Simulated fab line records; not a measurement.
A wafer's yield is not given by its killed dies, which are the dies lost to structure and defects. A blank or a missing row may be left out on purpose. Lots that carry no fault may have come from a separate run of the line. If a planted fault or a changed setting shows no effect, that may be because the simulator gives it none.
Which tool was responsible?	flow nandHarc	Sampling: 11 lots, 33 wafers, 7 of 1159 route steps

== WHAT EACH GAUGE READ, for each wafer ==
NHARC_P_M1_CD_MEAS_16. Usual: cdNm reads 130.0 nm (standard deviation 0.52).
lot	measured	on	cdNm (nm)	flag
L127	day 5 19:28	cdSem-02	130.6 130.5 130.3	
L128	day 6 11:55	cdSem-02	129.1 130.2 129.9	
L129	day 6 15:22	cdSem-03	130.1 130.0 130.2	
L137	day 8 14:05	cdSem-02	130.2 130.0 131.2	
L140	day 9 10:44	cdSem-02	130.3 130.0 129.7	
L143	day 10 03:31	cdSem-03	130.5 129.0 131.1	
L144	day 10 13:50	cdSem-01	129.8 129.8 129.5	
L148	day 11 03:23	cdSem-01	130.7 130.4 130.7	
L146	day 11 09:43	cdSem-03	130.4 130.6 130.6	
L149	day 11 10:40	cdSem-02	129.8 129.4 129.3	
L150	day 11 19:53	cdSem-01	129.6 129.8 129.3	

NHARC_P_M1_INSPECT_27. Usual: rawDefectCount reads 327 (standard deviation 120).
lot	measured	on	rawDefectCount	flag
L127	day 5 21:44	defectInspect-01	308 453 447	
L128	day 6 14:12	defectInspect-02	324 334 286	
L129	day 6 17:39	defectInspect-02	330 241 464	
L137	day 8 16:49	defectInspect-02	1032 259 241	
L140	day 9 13:00	defectInspect-02	286 211 492	
L143	day 10 05:47	defectInspect-01	164 162 300	
L144	day 10 16:06	defectInspect-02	165 223 262	
L148	day 11 05:40	defectInspect-01	699 330 304	
L146	day 11 12:04	defectInspect-01	352 352 369	
L149	day 11 12:56	defectInspect-02	440 205 335	
L150	day 11 22:11	defectInspect-02	201 347 274	

NHARC_P_M2_INSPECT_11. Usual: rawDefectCount reads 4.4 (standard deviation 2.3).
lot	measured	on	rawDefectCount	flag
L127	day 5 23:08	defectInspect-02	2 3 4	
L128	day 6 15:43	defectInspect-01	0 5 6	
L129	day 6 19:14	defectInspect-01	2 8 9	
L137	day 8 18:23	defectInspect-01	658 4 4	OFF
L140	day 9 14:34	defectInspect-01	9 4 8	
L143	day 10 07:34	defectInspect-01	6 3 4	
L144	day 10 17:43	defectInspect-02	7 6 1	
L148	day 11 07:04	defectInspect-01	7 4 3	
L146	day 11 13:35	defectInspect-01	2 1 2	
L149	day 11 14:24	defectInspect-01	5 4 3	
L150	day 11 23:43	defectInspect-01	5 4 4	

NHARC_END_SORT_01. Usual: defectLimitedYield 95.3 %, standard deviation 1.7; killedAtArray 28, standard deviation 12; killedAtOther 0.8, standard deviation 1.1; killedAtPeriphery 3.6, standard deviation 2.3; killedDies 32, standard deviation 12; killedOpen 3.4, standard deviation 1.9; killedShort 2.0, standard deviation 1.3; sort_bin_2_pct 1.4 %, standard deviation 0.61; sort_bin_3_pct 0.26 %, standard deviation 0.22; sort_bin_4_pct 3.0 %, standard deviation 1.2; sortNPass 645, standard deviation 12; sortRimYieldPct 95.8 %, standard deviation 2.9; sortYieldPct 95.3 %, standard deviation 1.7.
lot	measured	on	defectLimitedYield (%)	killedAtArray	killedAtOther	killedAtPeriphery	killedDies	killedOpen	killedShort	sort_bin_2_pct (%)	sort_bin_3_pct (%)	sort_bin_4_pct (%)	sortNPass	sortRimYieldPct (%)	sortYieldPct (%)	flag
L128	day 19 17:32	prober-01	96.8 96.2 96.8	21 24 21	1 1 0	0 1 1	22 26 22	2 4 2	0 2 3	0.4 1.6 0.6	0.30 0 0.15	2.5 2.2 2.5	655 651 655	99.1 99.1 100.0	96.8 96.2 96.8	
L137	day 21 17:19	prober-01	40.3 96.8 97.6	13 18 13	0 2 0	391 2 3	404 22 16	3 4 2	2 3 0	22.6 0.9 0.9	5.17 0.44 0	31.9 1.9 1.5	273 655 661	36.8 99.1 99.1	40.3 96.8 97.6	OFF

== EACH LOT AND THE TOOL THAT RAN IT (in order: tool; ch and the chambers of the sampled wafers; start) ==
lot	NHARC_P_M0_DEP_32	NHARC_P_M1_ANNEAL_31	NHARC_P_M1_CMP_23
L127	pecvd-01 ch 0,1,2, day 5 17:37	rtpAnneal-01 ch 0, day 5 21:04	cmp-01 ch 0,2,3, day 5 21:19
L128	pecvd-01 ch 0,2, day 6 10:10	rtpAnneal-02 ch 0, day 6 13:26	cmp-02 ch 1,2,3, day 6 13:43
L129	pecvd-01 ch 1,2, day 6 13:09	rtpAnneal-01 ch 0, day 6 16:49	cmp-03 ch 0,1,2, day 6 17:13
L137	pecvd-01 ch 0,1,2, day 8 12:01	rtpAnneal-01 ch 0, day 8 16:05	cmp-03 ch 0,2,3, day 8 16:25
L140	pecvd-01 ch 1,2, day 9 08:44	rtpAnneal-02 ch 0, day 9 12:11	cmp-02 ch 0,3, day 9 12:32
L143	pecvd-01 ch 0,1, day 10 01:41	rtpAnneal-01 ch 0, day 10 04:58	cmp-02 ch 1,2, day 10 05:20
L144	pecvd-04 ch 0,1,2, day 10 12:14	rtpAnneal-02 ch 0, day 10 15:26	cmp-02 ch 0,1,3, day 10 15:43
L148	pecvd-02 ch 0,1,2, day 11 01:40	rtpAnneal-01 ch 0, day 11 04:50	cmp-01 ch 0,2,3, day 11 05:11
L146	pecvd-04 ch 0,1,2, day 11 08:00	rtpAnneal-01 ch 0, day 11 11:12	cmp-01 ch 0,1,3, day 11 11:33
L149	pecvd-04 ch 1,2, day 11 08:50	rtpAnneal-02 ch 0, day 11 12:10	cmp-01 ch 0,1, day 11 12:29
L150	pecvd-04 ch 1,2, day 11 18:05	rtpAnneal-02 ch 0, day 11 21:22	cmp-01 ch 2,3, day 11 21:42
- NHARC_P_M0_DEP_32: deposits SiCN, target thk 30 nm.
- NHARC_P_M1_ANNEAL_31: time 90 s.
- NHARC_P_M1_CMP_23: polishes, t overpolish 20 s, target thk 157.82 nm.

== AS READ BY THE TOOLS THEMSELVES (means over the sampled wafers that have a number; for cases with no such wafer, the mark the record gives instead) ==
NHARC_P_M0_DEP_32. Usual: heaterPowerW reads 561 W (standard deviation 68).
lot	tool	heaterPowerW (W)	flag
L127	pecvd-01	566	
L128	pecvd-01	591	
L129	pecvd-01	519	
L137	pecvd-01	581	
L140	pecvd-01	539	
L143	pecvd-01	557	
L144	pecvd-04	606	
L148	pecvd-02	533	
L146	pecvd-04	613	
L149	pecvd-04	496	
L150	pecvd-04	539	

NHARC_P_M1_ANNEAL_31. Usual: wafer_temp_C_max reads 226.07 (standard deviation 0.24).
lot	tool	wafer_temp_C_max	flag
L127	rtpAnneal-01	226.29	
L128	rtpAnneal-02	226.03	
L129	rtpAnneal-01	226.54	
L137	rtpAnneal-01	226.12	
L140	rtpAnneal-02	226.02	
L143	rtpAnneal-01	225.75	
L144	rtpAnneal-02	226.10	
L148	rtpAnneal-01	226.04	
L146	rtpAnneal-01	226.18	
L149	rtpAnneal-02	226.24	
L150	rtpAnneal-02	225.70	

NHARC_P_M1_CMP_23. Usual: motorCurrentA 12.1 A, standard deviation 1.5; timeToEndpointS 29.2 s, standard deviation 2.1.
lot	tool	motorCurrentA (A)	timeToEndpointS (s)	flag
L127	cmp-01	12.2	27.1	
L128	cmp-02	11.6	31.3	
L129	cmp-03	12.8	28.3	
L137	cmp-03	12.8	26.2	
L140	cmp-02	10.3	31.4	
L143	cmp-02	13.2	28.7	
L144	cmp-02	11.4	27.8	
L148	cmp-01	11.9	31.0	
L146	cmp-01	11.7	30.9	
L149	cmp-01	12.4	27.7	
L150	cmp-01	11.6	29.6	

== THE ANSWER, worked out from the rows above alone ==
Rule: take the mean of a lot's wafers that have a number; if it is more than 3 standard deviations from the usual mean, the lot is off. A lot without any number at a reading at which 4 lots or more have one is off too. The other lots that the step has rows for count as sound. First the gauges in route order, then the tools' own readings, where a lot's mean is used as printed above. At the first step where some lot is off, the reading lying furthest off is the one used; lots without a number count as furthest.
Off: L137, at NHARC_P_M2_INSPECT_11 (rawDefectCount).
A tool fits if, at a process step before that reading, it ran every lot that is off, and no sound lot after the first of them. The gauges at NHARC_P_M2_INSPECT_11 aren't tried: what is off there is off at NHARC_END_SORT_01 too, on other tools, and a gauge's error can't cause that. One fits: NHARC_P_M1_CMP_23 on cmp-03. A fault onset in the window from L129 (day 6 17:13, its last sound lot) to L137 (day 8 16:25, its first lot off) fits.

== WHAT THE SIMULATOR HAD PUT IN ==
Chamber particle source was cmp-03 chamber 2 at NHARC_P_M1_CMP_23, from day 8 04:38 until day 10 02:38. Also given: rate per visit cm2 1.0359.
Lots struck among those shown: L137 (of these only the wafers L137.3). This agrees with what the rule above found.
